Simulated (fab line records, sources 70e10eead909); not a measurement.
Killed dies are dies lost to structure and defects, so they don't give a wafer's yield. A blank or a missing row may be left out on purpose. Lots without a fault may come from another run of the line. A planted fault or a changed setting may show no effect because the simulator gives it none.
fab line records | flow nand_harc
record lots=24 wafers=72 last_day=25
route steps=1159 shown A_CONTACT@854
lots that met no fault: from a run of the same line without faults
start_h: hours from the record's first day to the start of the lot's first wafer shown | wait_h: hours since the lot's step before | " the same as in the row above | L1.1+2: a row that stands for several wafers | - no value, or no start given | * or withheld: withheld | < > ~ a bound
route shown NAME@n: a module of which the file shows steps, and the number in the route of the first | usual: mean/standard deviation of fault-free wafers | same: alike in all rows | chamber/n: place in a boat | sites: the reading at each site | _std_site: their standard deviation | _edge_site: outer sites' mean less inner sites' | radius_mm: how far each site lies from the wafer's centre | mask NAME#n: copy n | behind: the tool/chamber that last shaped the wafer | hold: why the lot was held/for how many hours/how that ended | device: the transistor (n, p or np) that didn't switch | end of line: the same wafers' tests at the end of the route | a step without rows: its recipe alone | killed: dies lost to structure and defects at the first sort, not the wafer's yield | map: a wafer's dies, x killed, . not, _ none there
set.NAME: the setting as run; set.NAME@STEP: as run at that earlier step | model.NAME: the simulator's own value behind a step, which no gauge read
steps of the route over a sample of lots; a table a step, a row a wafer
services: from which hour (start_h, from the record's first day; less than 0 if before it) a tool's chamber was out of use, for how many hours, and why
## steps
# step NHARC_A_CONTACT_CD_MEAS_42
# recipe target_cd_nm=200 landing_energy_ev=500
# usual cd_nm=200.3/0.49
# columns lot.wafer tool chamber start_h wait_h cd_nm
L074.1 cd_sem-02 0 369.31 - 201.3
L074.2 " 0 " " 200.9
L074.5 " 0 " " 200.0
L076.1 cd_sem-02 0 378.08 - 200.2
L076.5 " 0 " " 199.4
L076.6 " 0 " " 200.5
L075.1 cd_sem-02 0 378.72 - 200.9
L075.2 " 0 " " 200.4
L075.4 " 0 " " 200.8
L077.1 cd_sem-01 0 384.32 - 200.7
L077.3 " 0 " " 200.8
L077.6 " 0 " " 200.1
L079.1 cd_sem-01 0 384.65 - 199.9
L079.4 " 0 " " 200.5
L079.6 " 0 " " 199.7
L078.3 cd_sem-02 0 402.48 - 200.2
L078.4 " 0 " " 199.8
L078.5 " 0 " " 200.8
L081.2 cd_sem-03 0 408.81 - 200.6
L081.3 " 0 " " 201.2
L081.4 " 0 " " 201.0
L082.2 cd_sem-02 0 410.18 - 200.8
L082.3 " 0 " " 200.4
L082.5 " 0 " " 200.6
L084.1 cd_sem-02 0 417.29 - 200.3
L084.4 " 0 " " 200.9
L084.6 " 0 " " 200.8
L080.1 cd_sem-03 0 418.49 - 199.7
L080.5 " 0 " " 199.2
L080.6 " 0 " " 200.2
L083.2 cd_sem-02 0 424.96 - 199.9
L083.3 " 0 " " 200.3
L083.5 " 0 " " 200.0
L085.2 cd_sem-02 0 439.05 - 200.2
L085.3 " 0 " " 200.5
L085.6 " 0 " " 200.7
L088.3 cd_sem-02 0 439.23 - 200.6
L088.5 " 0 " " 200.5
L088.6 " 0 " " 200.0
L087.1 cd_sem-03 0 443.10 - 200.2
L087.3 " 0 " " 199.5
L087.5 " 0 " " 199.3
L086.1 cd_sem-03 0 453.35 - 200.3
L086.5 " 0 " " 200.1
L086.6 " 0 " " 201.0
L089.1 cd_sem-01 0 453.51 - 200.6
L089.3 " 0 " " 200.0
L089.6 " 0 " " 199.8
L091.1 cd_sem-02 0 466.97 - 199.9
L091.3 " 0 " " 199.1
L091.4 " 0 " " 201.0
L090.1 cd_sem-02 0 467.81 - 201.0
L090.2 " 0 " " 200.2
L090.6 " 0 " " 200.7
L092.2 cd_sem-02 0 470.99 - 200.6
L092.4 " 0 " " 200.2
L092.5 " 0 " " 200.8
L093.4 cd_sem-03 0 471.87 - 199.3
L093.5 " 0 " " 201.0
L093.6 " 0 " " 199.6
L094.3 cd_sem-01 0 502.63 - 201.3
L094.4 " 0 " " 200.8
L094.5 " 0 " " 200.6
L095.1 cd_sem-03 0 506.79 - 200.4
L095.2 " 0 " " 200.2
L095.4 " 0 " " 200.2
L096.3 cd_sem-03 0 509.11 - 200.4
L096.5 " 0 " " 199.8
L096.6 " 0 " " 200.9
L097.1 cd_sem-03 0 511.57 - 199.9
L097.5 " 0 " " 200.7
L097.6 " 0 " " 199.9
# step NHARC_A_CONTACT_ETCH_49
# recipe target_depth_a=2600 over_etch_frac=0.3 time_s=475.3 ion_energy_ev=200 n2_flow_sccm=150 h2_flow_sccm=150 ar_flow_sccm=0 rf_w=400 bias_w=150 chemistry=N2/H2
# usual drypump_motor_current_A=5.6/0.34 oes_product_au=0.999/0.01 rf_vpp_V=431.3/1.6 showerhead_plenum_p_Torr=2.06/0.051 throttle_valve_pct=14.172/0.0085
# columns lot.wafer tool chamber start_h wait_h drypump_motor_current_A oes_product_au rf_hours_counter_h rf_vpp_V showerhead_plenum_p_Torr throttle_valve_pct
L074.2 rie_diel-02 1 - - 5.5 0.984 6 431.0 2.13 14.177
L074.1 " 0 " " 5.4 0.994 6 430.2 2.04 14.168
L074.5 " 0 " " 5.5 0.994 - 430.9 2.04 14.173
L076.1 rie_diel-02 2 - - 6.2 0.997 5 428.6 1.99 14.178
L076.6 " 2 " " 6.2 0.984 - 427.9 1.99 14.177
L076.5 " 3 " " 5.2 1.001 - 432.2 2.09 14.177
L075.1 rie_diel-04 0 - - 5.5 0.982 29 430.8 2.06 14.186
L075.2 " 2 " " 6.2 1.010 23 429.8 2.04 14.164
L075.4 " 3 " " 5.8 1.022 26 430.8 2.01 14.169
L077.1 rie_diel-02 0 - - 5.5 0.989 9 430.4 2.04 14.179
L077.3 " 2 " " 6.1 0.993 7 428.8 1.99 14.177
L077.6 " 3 " " 5.1 0.995 - 432.4 2.09 14.174
L079.4 rie_diel-08 0 - - 5.2 1.010 31 429.0 1.99 14.167
L079.1 " 1 " " 5.7 0.999 25 433.5 2.15 14.169
L079.6 " 0 " " 5.2 1.011 - 430.1 1.99 14.166
L078.3 rie_diel-02 1 - - 5.5 0.999 14 433.8 2.13 14.173
L078.5 " 0 " " 5.5 0.987 - 430.0 2.04 14.170
L078.4 " 1 " " 5.5 0.993 - 434.1 2.13 14.181
L081.3 rie_diel-02 1 - - 5.5 0.999 15 432.8 2.13 14.172
L081.2 " 3 " " 5.1 0.991 15 431.5 2.09 14.173
L081.4 " 1 " " 5.5 0.998 - 432.6 2.13 14.185
L082.2 rie_diel-04 0 - - 5.6 0.984 45 430.4 2.05 14.166
L082.3 " 3 " " 5.8 1.006 41 429.4 2.01 14.168
L082.5 " 1 " " 5.6 1.005 - 432.1 2.09 14.181
L084.1 rie_diel-02 1 - - 5.5 1.007 16 433.1 2.13 14.161
L084.6 " 2 " " 6.2 1.009 - 428.6 1.99 14.161
L084.4 " 3 " " 5.1 0.997 - 430.4 2.09 14.159
L080.1 rie_diel-04 1 - - 5.6 1.003 42 432.7 2.09 14.166
L080.6 " 1 " " 5.6 1.010 - 431.6 2.09 14.163
L080.5 " 2 " " 6.2 1.009 - 430.0 2.04 14.176
L083.3 rie_diel-02 3 - - 5.1 0.986 18 431.9 2.09 14.166
L083.2 " 0 " " 5.5 0.992 14 431.1 2.04 14.167
L083.5 " 3 " " 5.1 0.996 - 430.9 2.09 14.153
L085.2 rie_diel-02 3 - - 5.1 0.997 21 430.3 2.08 14.180
L085.3 " 0 " " 5.5 0.995 17 430.2 2.03 14.175
L085.6 " 0 " " 5.5 1.001 - 431.9 2.03 14.160
L088.3 rie_diel-04 1 - - 5.7 1.007 48 432.0 2.08 14.174
L088.6 " 1 " " 5.6 1.007 - 431.5 2.08 14.177
L088.5 " 2 " " 6.2 1.012 - 431.5 2.03 14.185
L087.1 rie_diel-02 1 - - 5.5 0.993 21 433.4 2.13 14.163
L087.3 " 3 " " 5.1 0.996 22 432.0 2.08 14.178
L087.5 " 1 " " 5.5 0.997 - 433.6 2.13 14.166
L086.1 rie_diel-04 0 - - 5.6 0.984 61 429.5 2.04 14.170
L086.5 " 3 " " 5.8 1.023 - 431.3 2.00 14.167
L086.6 " 0 " " 5.5 0.983 - 431.3 2.04 14.161
L089.1 rie_diel-02 2 - - 6.2 1.001 19 429.1 1.99 14.178
L089.3 " 3 " " 5.1 0.999 24 433.1 2.08 14.178
L089.6 " 2 " " 6.1 0.997 - 428.5 1.98 14.165
L091.4 rie_diel-02 0 - - 5.5 1.006 23 429.7 2.03 14.178
L091.1 " 2 " " 6.2 1.006 21 429.4 1.98 14.176
L091.3 " 3 " " 5.1 0.998 27 431.7 2.08 14.174
L090.2 rie_diel-08 3 - - 6.2 1.012 58 433.0 2.10 14.177
L090.1 " 0 " " 5.2 1.022 61 428.6 1.98 14.174
L090.6 " 3 " " 6.2 1.006 - 431.2 2.10 14.172
L092.2 rie_diel-02 0 - - 5.5 0.985 24 430.0 2.03 14.169
L092.4 " 1 " " 5.5 0.988 26 434.2 2.12 14.181
L092.5 " 1 " " 5.5 1.002 - 433.1 2.12 14.180
L093.4 rie_diel-08 1 - - 5.7 1.007 61 434.9 2.14 14.174
L093.6 " 1 " " 5.7 1.002 - 432.9 2.14 14.161
L093.5 " 2 " " 5.5 1.008 - 434.3 2.13 14.178
L094.3 rie_diel-04 1 - - 5.6 0.983 8 431.6 2.08 14.155
L094.4 " 0 " " 5.6 0.978 9 432.8 2.04 14.176
L094.5 " 2 " " 6.2 0.994 - 430.1 2.03 14.177
L095.1 rie_diel-04 3 - - 5.8 1.019 9 429.7 2.00 14.184
L095.2 " 0 " " 5.5 0.985 11 430.7 2.04 14.175
L095.4 " 1 " " 5.6 0.990 10 431.9 2.08 14.181
L096.3 rie_diel-08 1 - - 5.7 0.997 5 433.6 2.14 14.182
L096.5 " 3 " " 6.2 0.991 - 431.3 2.09 14.177
L096.6 " 0 " " 5.2 0.999 - 428.6 1.98 14.174
L097.1 rie_diel-08 3 - - 6.2 0.997 8 433.0 2.09 14.190
L097.6 " 0 " " 5.2 1.008 - 430.8 1.98 14.170
L097.5 " 1 " " 5.7 1.007 - 432.9 2.14 14.175
# step NHARC_A_CONTACT_ETCH_116
# recipe source_w=withheld pressure_mtorr=20 bias_v=3000 time_s=94 target_depth_a=9220 ar_flow_sccm=withheld c4f8_flow_sccm=withheld o2_flow_sccm=withheld chemistry=C4F8/O2/Ar
# columns lot.wafer tool chamber start_h wait_h rf_hours_counter_h
L074.1 har_cap_etch-01 0 371.56 0.1 57
L074.2 " 1 " " 57
L074.5 " 1 " " -
L076.1 har_cap_etch-01 1 380.10 0.1 58
L076.6 " 0 " " -
L076.5 " 1 " " -
L075.2 har_cap_etch-03 1 381.09 0.1 83
L075.1 " 0 " " 83
L075.4 " 0 " " -
L079.1 har_cap_etch-02 1 386.82 0.1 13
L079.4 " 0 " " -
L079.6 " 0 " " -
L077.1 har_cap_etch-03 0 387.16 0.1 84
L077.3 " 0 " " -
L077.6 " 0 " " -
L078.4 har_cap_etch-03 1 404.75 0.1 -
L078.3 " 0 " " -
L078.5 " 1 " " -
L081.2 har_cap_etch-02 1 411.13 0.1 17
L081.4 " 0 " " -
L081.3 " 1 " " -
L082.2 har_cap_etch-01 0 412.19 0.1 63
L082.3 " 0 " " -
L082.5 " 1 " " -
L084.1 har_cap_etch-02 1 419.54 0.1 18
L084.4 " 0 " " -
L084.6 " 0 " " -
L080.1 har_cap_etch-01 1 420.55 0.1 64
L080.6 " 1 " " -
L080.5 " 0 " " -
L083.2 har_cap_etch-01 1 427.04 0.1 66
L083.3 " 1 " " -
L083.5 " 1 " " -
L085.2 har_cap_etch-02 1 441.06 0.1 23
L085.3 " 1 " " -
L085.6 " 0 " " -
L088.3 har_cap_etch-01 1 441.47 0.1 -
L088.5 " 0 " " -
L088.6 " 1 " " -
L087.1 har_cap_etch-03 0 445.53 0.1 94
L087.3 " 1 " " -
L087.5 " 0 " " -
L086.1 har_cap_etch-01 1 455.37 0.1 72
L086.5 " 0 " " -
L086.6 " 1 " " -
L089.1 har_cap_etch-03 0 455.51 0.1 97
L089.3 " 1 " " -
L089.6 " 0 " " -
L091.1 har_cap_etch-01 1 469.00 0.1 74
L091.4 " 1 " " -
L091.3 " 0 " " -
L090.2 har_cap_etch-03 0 469.82 0.1 99
L090.1 " 1 " " 99
L090.6 " 0 " " -
L092.2 har_cap_etch-02 0 473.02 0.1 29
L092.4 " 0 " " -
L092.5 " 0 " " -
L093.4 har_cap_etch-01 0 474.13 0.1 -
L093.5 " 1 " " -
L093.6 " 0 " " -
L094.3 har_cap_etch-02 1 504.66 0.1 -
L094.4 " 0 " " -
L094.5 " 1 " " -
L095.1 har_cap_etch-01 1 508.80 0.1 80
L095.2 " 0 " " 80
L095.4 " 0 " " -
L096.3 har_cap_etch-03 1 511.15 0.1 -
L096.6 " 1 " " -
L096.5 " 0 " " -
L097.1 har_cap_etch-01 0 514.13 0.1 81
L097.5 " 1 " " -
L097.6 " 0 " " -
# step NHARC_A_CONTACT_OVL_MEAS_70
# usual overlay_x_nm=0.1/0.9 overlay_y_nm=0.3/0.79
# columns lot.wafer tool chamber start_h wait_h overlay_x_nm overlay_y_nm
L074.1 overlay-02 - 376.57 - -1.6 1.0
L074.2 " - " " -1.6 1.4
L074.5 " - " " -1.5 0.9
L076.1 overlay-02 - 385.62 - -0.9 1.2
L076.5 " - " " -0.9 1.6
L076.6 " - " " -1.3 0.8
L075.1 overlay-02 - 386.07 - 1.1 -0.2
L075.2 " - " " 0.8 0.3
L075.4 " - " " 0.8 -0.2
L079.1 overlay-01 - 391.86 - -1.3 -0.8
L079.4 " - " " -0.5 -0.2
L079.6 " - " " -1.7 -0.2
L077.1 overlay-02 - 392.24 - 0.0 -0.1
L077.3 " - " " 0.1 -0.5
L077.6 " - " " 0.1 -0.6
L078.3 overlay-01 - 412.61 - -0.7 1.0
L078.4 " - " " -1.4 0.5
L078.5 " - " " -0.6 0.9
L081.2 overlay-02 - 420.42 - 0.9 -0.6
L081.3 " - " " 0.9 -1.2
L081.4 " - " " 0.9 -0.1
L082.2 overlay-01 - 421.03 - -0.6 -0.5
L082.3 " - " " -0.5 -0.2
L082.5 " - " " -0.1 -0.5
L084.1 overlay-02 - 426.37 - 0.1 -0.9
L084.4 " - " " -0.2 -1.0
L084.6 " - " " 0.0 -0.8
L080.1 overlay-02 - 426.69 - 0.9 1.0
L080.5 " - " " 0.9 2.0
L080.6 " - " " 1.6 2.0
L083.2 overlay-02 - 432.02 - 1.2 0.3
L083.3 " - " " 2.1 -0.1
L083.5 " - " " 1.6 0.6
L085.2 overlay-02 - 446.17 - 0.5 1.1
L085.3 " - " " -0.4 0.8
L085.6 " - " " 0.1 1.0
L088.3 overlay-02 - 446.99 - 2.2 1.0
L088.5 " - " " 1.7 0.6
L088.6 " - " " 1.9 0.4
L087.1 overlay-02 - 450.77 - 0.0 0.0
L087.3 " - " " 0.4 0.8
L087.5 " - " " 0.3 0.2
L086.1 overlay-02 - 463.82 - -0.4 0.4
L086.5 " - " " -0.6 0.3
L086.6 " - " " -0.6 0.3
L089.1 overlay-01 - 465.57 - 0.1 -0.4
L089.3 " - " " -0.3 -0.5
L089.6 " - " " 0.5 -0.5
L091.1 overlay-02 - 475.84 - 0.7 -0.3
L091.3 " - " " 1.0 -0.6
L091.4 " - " " 0.6 -0.3
L090.1 overlay-02 - 477.90 - 0.2 1.3
L090.2 " - " " -0.1 0.9
L090.6 " - " " 0.2 0.6
L093.4 overlay-01 - 479.60 - 1.2 0.5
L093.5 " - " " 1.1 0.8
L093.6 " - " " 1.1 0.3
L092.2 overlay-02 - 480.09 - -0.3 0.2
L092.4 " - " " -0.5 -0.2
L092.5 " - " " -0.3 0.5
L094.3 overlay-02 - 509.62 - -0.4 1.6
L094.4 " - " " -0.6 0.8
L094.5 " - " " -0.5 1.2
L095.1 overlay-01 - 514.05 - 0.7 -1.0
L095.2 " - " " 0.5 -1.4
L095.4 " - " " 0.3 -0.9
L096.3 overlay-02 - 517.96 - -0.8 0.3
L096.5 " - " " -0.5 0.8
L096.6 " - " " -0.9 0.7
L097.1 overlay-01 - 521.72 - 0.5 1.2
L097.5 " - " " 0.2 1.0
L097.6 " - " " -0.3 0.3
# step NHARC_A_CONTACT_ETCH_91
# recipe target_depth_a=400 over_etch_frac=0.5 time_s=85.7 ion_energy_ev=120 ch3f_flow_sccm=50 o2_flow_sccm=30 ar_flow_sccm=200 rf_w=500 bias_w=100 chemistry=CH3F/O2
# usual drypump_motor_current_A=5.6/0.35 oes_product_au=0.94/0.033 rf_vpp_V=244.6/1.2 showerhead_plenum_p_Torr=2.48/0.059 throttle_valve_pct=20.665/0.01
# columns lot.wafer tool chamber start_h wait_h drypump_motor_current_A oes_product_au rf_hours_counter_h rf_vpp_V showerhead_plenum_p_Torr throttle_valve_pct
L074.1 rie_diel-02 2 379.70 0.5 6.2 0.91 6 245.0 2.40 20.666
L074.2 " 1 " " 5.5 0.92 9 246.5 2.56 20.649
L074.5 " 2 " " 6.1 0.91 - 243.7 2.40 20.662
L076.1 rie_diel-02 1 389.01 0.5 5.5 0.92 11 244.5 2.56 20.649
L076.6 " 0 " " 5.5 0.92 - 244.6 2.46 20.681
L076.5 " 1 " " 5.5 0.91 - 247.1 2.56 20.667
L075.1 rie_diel-02 1 389.88 0.5 5.5 0.93 11 246.2 2.56 20.677
L075.2 " 2 " " 6.1 0.92 8 244.7 2.40 20.665
L075.4 " 3 " " 5.1 0.92 12 246.7 2.51 20.678
L079.4 rie_diel-02 3 394.97 0.4 5.1 0.92 13 245.7 2.51 20.676
L079.1 " 1 " " 5.5 0.92 12 245.7 2.56 20.675
L079.6 " 3 " " 5.1 0.92 - 244.9 2.51 20.669
L077.1 rie_diel-04 0 395.39 0.5 5.6 0.91 39 243.5 2.47 20.685
L077.3 " 2 " " 6.2 0.93 33 244.6 2.46 20.654
L077.6 " 0 " " 5.6 0.92 - 244.6 2.47 20.673
L078.3 rie_diel-02 3 415.73 0.4 5.1 0.92 17 244.9 2.51 20.657
L078.4 " 3 " " 5.1 0.92 - 244.5 2.51 20.654
L078.5 " 1 " " 5.5 0.93 - 245.2 2.56 20.656
L082.2 rie_diel-04 1 424.18 0.5 5.6 0.91 45 243.7 2.51 20.655
L082.3 " 2 " " 6.1 0.93 44 245.1 2.45 20.657
L082.5 " 1 " " 5.6 0.94 - 244.2 2.51 20.654
L081.2 rie_diel-08 1 424.63 0.6 5.7 1.01 40 246.6 2.58 20.668
L081.4 " 2 " " 5.5 0.92 36 246.2 2.57 20.682
L081.3 " 3 " " 6.2 0.93 43 244.4 2.53 20.674
L084.4 rie_diel-02 3 429.51 0.4 5.1 0.92 20 244.4 2.51 20.669
L084.1 " 1 " " 5.5 0.93 19 245.3 2.56 20.669
L084.6 " 2 " " 6.1 0.92 - 242.1 2.40 20.665
L080.1 rie_diel-02 1 430.36 0.6 5.5 1.00 19 246.1 2.56 20.659
L080.6 " 0 " " 5.5 0.99 - 243.9 2.45 20.654
L080.5 " 1 " " 5.5 0.99 - 246.2 2.56 20.678
L083.2 rie_diel-08 3 435.30 0.6 6.2 0.92 45 244.2 2.53 20.659
L083.3 " 0 " " 5.2 0.94 48 243.1 2.40 20.660
L083.5 " 3 " " 6.2 0.93 - 244.5 2.53 20.661
L085.3 rie_diel-08 1 449.32 0.4 5.7 0.93 50 244.9 2.58 20.640
L085.2 " 2 " " 5.5 0.92 46 245.3 2.56 20.678
L085.6 " 1 " " 5.7 0.92 - 245.4 2.57 20.663
L088.3 rie_diel-02 0 450.81 0.5 5.5 0.92 19 242.9 2.45 20.685
L088.5 " 2 " " 6.1 0.92 - 243.6 2.40 20.680
L088.6 " 3 " " 5.1 0.93 - 245.2 2.51 20.662
L087.1 rie_diel-04 0 453.96 0.5 5.5 0.92 61 243.7 2.46 20.675
L087.3 " 2 " " 6.1 0.92 56 243.4 2.45 20.666
L087.5 " 0 " " 5.6 0.92 - 244.4 2.46 20.675
L086.1 rie_diel-02 1 467.03 0.5 5.5 0.93 26 246.9 2.55 20.655
L086.6 " 1 " " 5.5 0.92 - 245.8 2.55 20.656
L086.5 " 2 " " 6.1 0.93 - 242.1 2.40 20.662
L089.3 rie_diel-02 1 468.72 0.4 5.5 0.93 26 245.6 2.55 20.679
L089.1 " 2 " " 6.2 0.92 21 242.5 2.40 20.652
L089.6 " 1 " " 5.5 0.92 - 245.2 2.55 20.667
L091.3 rie_diel-02 3 479.33 0.4 5.1 0.93 29 243.7 2.51 20.664
L091.1 " 1 " " 5.5 0.92 29 245.3 2.55 20.637
L091.4 " 1 " " 5.5 0.93 - 246.2 2.55 20.652
L090.1 rie_diel-04 0 481.02 0.5 5.6 0.92 3 245.0 2.46 20.662
L090.2 " 2 " " 6.2 0.92 2 242.6 2.45 20.662
L090.6 " 0 " " 5.5 0.92 - 244.5 2.46 20.665
L093.4 rie_diel-02 1 483.46 0.4 5.5 0.92 30 246.8 2.55 20.661
L093.6 " 1 " " 5.5 0.93 - 245.8 2.55 20.669
L093.5 " 2 " " 6.2 1.02 - 241.8 2.40 20.661
L092.2 rie_diel-04 2 484.51 0.5 6.1 1.01 3 245.7 2.45 20.656
L092.4 " 3 " " 5.8 1.01 3 242.6 2.41 20.661
L092.5 " 3 " " 5.8 1.01 - 245.0 2.41 20.656
L094.4 rie_diel-04 2 513.17 0.4 6.2 0.99 11 244.9 2.44 20.679
L094.3 " 1 " " 5.6 1.00 13 245.7 2.50 20.673
L094.5 " 3 " " 5.8 1.01 - 244.3 2.41 20.672
L095.2 rie_diel-02 3 517.18 0.5 5.1 1.00 0 244.5 2.51 20.671
L095.1 " 0 " " 5.5 1.00 0 244.3 2.45 20.660
L095.4 " 2 " " 6.1 0.99 0 242.8 2.39 20.665
L096.3 rie_diel-02 3 521.74 0.5 5.1 1.00 1 245.2 2.50 20.670
L096.6 " 3 " " 5.1 1.00 - 246.4 2.50 20.656
L096.5 " 0 " " 5.5 0.99 - 244.6 2.45 20.655
L097.1 rie_diel-02 2 525.23 0.5 6.2 0.92 1 242.3 2.40 20.651
L097.6 " 0 " " 5.5 0.91 - 244.4 2.45 20.673
L097.5 " 1 " " 5.5 0.94 - 245.1 2.55 20.674
# step NHARC_A_CONTACT_INSPECT_10
# usual raw_defect_count=28/10
# columns lot.wafer tool chamber start_h wait_h raw_defect_count
L074.1 defect_inspect-02 - 384.38 0.0 39
L074.2 " - " " 38
L074.5 " - " " 27
L076.1 defect_inspect-01 - 393.14 0.0 29
L076.5 " - " " 23
L076.6 " - " " 21
L075.1 defect_inspect-02 - 394.00 0.0 6
L075.2 " - " " 7
L075.4 " - " " 9
L079.1 defect_inspect-01 - 399.13 0.0 26
L079.4 " - " " 18
L079.6 " - " " 24
L077.1 defect_inspect-02 - 401.66 0.0 44
L077.3 " - " " 37
L077.6 " - " " 14
L078.3 defect_inspect-01 - 421.34 0.0 17
L078.4 " - " " 29
L078.5 " - " " 19
L082.2 defect_inspect-01 - 427.43 0.0 24
L082.3 " - " " 30
L082.5 " - " " 18
L081.2 defect_inspect-01 - 427.94 0.0 31
L081.3 " - " " 29
L081.4 " - " " 23
L084.1 defect_inspect-02 - 432.93 0.0 26
L084.4 " - " " 21
L084.6 " - " " 25
L080.1 defect_inspect-01 - 434.00 0.0 27
L080.5 " - " " 31
L080.6 " - " " 31
L083.2 defect_inspect-01 - 439.70 0.0 27
L083.3 " - " " 36
L083.5 " - " " 24
L085.2 defect_inspect-02 - 452.61 0.0 49
L085.3 " - " " 37
L085.6 " - " " 48
L088.3 defect_inspect-01 - 456.62 0.0 28
L088.5 " - " " 30
L088.6 " - " " 25
L087.1 defect_inspect-02 - 458.41 0.0 36
L087.3 " - " " 39
L087.5 " - " " 24
L086.1 defect_inspect-01 - 474.23 0.0 27
L086.5 " - " " 40
L086.6 " - " " 28
L089.1 defect_inspect-02 - 475.15 0.0 34
L089.3 " - " " 18
L089.6 " - " " 29
L091.1 defect_inspect-02 - 482.96 0.0 27
L091.3 " - " " 25
L091.4 " - " " 31
L090.1 defect_inspect-01 - 488.40 0.0 58
L090.2 " - " " 55
L090.6 " - " " 42
L093.4 defect_inspect-01 - 488.48 0.0 18
L093.5 " - " " 16
L093.6 " - " " 21
L092.2 defect_inspect-01 - 489.18 0.0 31
L092.4 " - " " 29
L092.5 " - " " 37
L094.3 defect_inspect-01 - 517.88 0.0 29
L094.4 " - " " 35
L094.5 " - " " 36
L095.1 defect_inspect-02 - 521.55 0.0 23
L095.2 " - " " 16
L095.4 " - " " 13
L096.3 defect_inspect-02 - 525.50 0.0 20
L096.5 " - " " 19
L096.6 " - " " 33
L097.1 defect_inspect-02 - 530.50 0.0 47
L097.5 " - " " 46
L097.6 " - " " 40
## services
# columns tool chamber start_h hours kind
rie_diel-02 2 351.49 19.5 repair
rie_diel-02 0 361.33 4.1 repair
rie_diel-02 1 361.33 - clean
rie_diel-02 3 361.33 - clean
rie_diel-02 0 385.86 - clean
rie_diel-02 1 385.86 - clean
rie_diel-02 2 385.86 - clean
rie_diel-02 3 385.86 - clean
rie_diel-02 2 399.59 5.1 repair
rie_diel-02 0 410.79 - clean
rie_diel-02 1 410.79 - clean
rie_diel-02 2 410.79 - clean
rie_diel-02 3 410.79 - clean
rie_diel-08 - 412.46 2.5 repair
rie_diel-02 0 435.29 - clean
rie_diel-02 2 459.83 4.2 repair
rie_diel-02 1 462.89 1.5 repair
rie_diel-04 - 466.05 9.0 pm
rie_diel-02 2 475.63 6.5 repair
rie_diel-04 - 476.57 1.2 repair
rie_diel-08 - 478.86 9.0 pm
rie_diel-02 - 504.83 9.0 pm
rie_diel-04 2 516.64 13.8 repair
rie_diel-08 3 523.50 2.9 repair
## key
fault none
